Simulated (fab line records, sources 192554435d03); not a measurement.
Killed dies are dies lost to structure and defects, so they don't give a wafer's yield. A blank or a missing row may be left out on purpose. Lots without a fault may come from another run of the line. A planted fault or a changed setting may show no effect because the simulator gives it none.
Chamber matching | flow n5_finfet | N5_MIM_TOP_ALD_00 on ald_hk-02: 4 sister chambers
The step deposits Al2O3, purge time 3 s, co reactant pulse time 3 s. 4 wafers are shown with their chamber, then 10 later ones without.

WAFERS WITH THEIR CHAMBER
wafer  | chamber | precursor_pulse_height_rel
L082.5 | 2       | 0.973
L083.5 | 3       | 1.021
L087.1 | 1       | 1.013
L087.5 | 0       | 0.995

WAFERS WITHOUT THEIR CHAMBER
wafer  | precursor_pulse_height_rel
L087.6 | 1.035
L094.1 | 0.978
L094.5 | 1.009
L094.6 | 1.027
L095.2 | 0.987
L095.3 | 1.015
L095.4 | 1.007
L096.2 | 0.982
L096.4 | 0.995
L096.6 | 1.014

WHICH CHAMBER EACH WENT THROUGH
wafer  | from the rows above          | in truth
L087.6 | can't be placed: 3 or 1      | 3
L094.1 | can't be placed: 2 or 0      | 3
L094.5 | can't be placed: 1 or 3 or 0 | 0
L094.6 | can't be placed: 3 or 1      | 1
L095.2 | can't be placed: 0 or 2      | 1
L095.3 | can't be placed: 1 or 3      | 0
L095.4 | can't be placed: 1 or 0 or 3 | 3
L096.2 | can't be placed: 2 or 0      | 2
L096.4 | 0                            | 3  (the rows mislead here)
L096.6 | can't be placed: 1 or 3      | 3
Placed correctly: 0 of 10. Can't be placed from these rows: 9 (the true chamber is among the candidates in 6). Placed wrongly: 1.
How it was worked out, from the rows above alone: a wafer's distance from a chamber is the root of the sum, over the readings, of the square of ((its reading less the chamber's mean) divided by the reading's scatter). The wafer belongs to the nearest chamber; if the next one is less than 2 further off, it can't be placed. A chamber's mean is the mean of its shown wafers. The scatter: with one shown wafer a chamber, the root of the mean of the squares of how far each hidden wafer lies from its nearest shown one.
